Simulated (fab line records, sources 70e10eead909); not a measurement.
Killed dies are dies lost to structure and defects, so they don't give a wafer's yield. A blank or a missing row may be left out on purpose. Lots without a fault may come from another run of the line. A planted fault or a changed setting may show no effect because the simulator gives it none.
Problem report in the 8D (eight disciplines) form, filled by code | flow nand_harc | the parts of the form that need people (team, actions taken, sign-off) are left out

1. THE PROBLEM
oes_product_au at NHARC_P_M1_ETCH_28 reads a mean of 0.827 a.u. on 2 wafers of 2 lots; wafers without a fault read 1.005 a.u. with a standard deviation of 0.0098. That is -18 standard deviations from the usual mean.
The step: etches the open film in CF4/N2, target depth 30 nm, time 72.99 s.
First seen on wafer L485.4, day 8 06:36, on rie_diel-07. The record holds 42 wafers of 14 lots with a number at this step. Rule for "out", or "out of limits": more than 4 standard deviations from the usual mean. The other wafers with a number count as sound.

2. WHAT IT IS AND WHAT IT IS NOT
question                    | is               | is not
which readings at this step | oes_product_au   | drypump_motor_current_A, rf_vpp_V, showerhead_plenum_p_Torr, throttle_valve_pct
which lots                  | L485, L488       | L477, L479, L480, L481, L490, L493, L494, L495, L496, L497, L498, L499
which wafers of those lots  | L485.4, L488.4   | L485.1, L485.6, L488.1, L488.5
read on which tools         | rie_diel-07      | rie_diel-10, rie_diel-12
when                        | from day 8 06:36 | up to then (14 sound wafers); but 26 sound wafers of L488, L490, L493, L494, L495, L496, L497, L498, L499 came after

3. SUSPECTS, AND WHAT RULES EACH OUT
Counting: a tool at a process step up to the reading stays a suspect if it ran every lot that is out. Sound lots after the first of them don't rule it out here, since some wafers of a struck lot are sound.
- rtp_anneal-02 at NHARC_P_M0_ANNEAL_30 (time 90 s): kept. It ran every lot that is out, first L485 (day 8 03:43); its last sound lot up to then is L481 (day 7 07:32).
- rie_diel-07 at NHARC_P_M1_ETCH_28 (etches the open film in CF4/N2, target depth 30 nm, time 72.99 s): kept. It ran every lot that is out, first L485 (day 8 06:36); its last sound lot up to then is L480 (day 7 06:03). Its own readings are out on those wafers: oes_product_au.
- Within rie_diel-07 at NHARC_P_M1_ETCH_28: the wafers that are out ran in chamber 0; their sound lot-mates ran in chambers 1, 3.
Left after counting: rtp_anneal-02 at NHARC_P_M0_ANNEAL_30, rie_diel-07 at NHARC_P_M1_ETCH_28.

4. THE CAUSE (what the simulator had put in)
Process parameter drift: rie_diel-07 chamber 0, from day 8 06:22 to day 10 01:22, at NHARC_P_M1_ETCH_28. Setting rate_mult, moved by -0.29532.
Counting left 2 suspects, and this tool is among them.

5. THE CHAIN OF EFFECTS, in route order
Each row: a reading whose mean over the struck wafers that have a number lies more than 3 standard deviations from the usual. Only readings for which the record gives a usual standard deviation are gone through. hours: the time from each lot's start at the first step in this table that gives one to its start at this step, as a median over the lots. sigmas: the change in usual standard deviations.
hours | step               | reading        | usual      | on struck wafers | change | sigmas
0     | NHARC_P_M1_ETCH_28 | oes_product_au | 1.005 a.u. | 0.827            | -0.177 | -18
The process steps in it:
- NHARC_P_M1_ETCH_28: etches the open film in CF4/N2, target depth 30 nm, time 72.99 s.

6. WHAT WOULD HAVE CAUGHT IT SOONER
In this record the first reading out of limits was taken at day 8 06:36, 0 hours after the fault began at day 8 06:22.
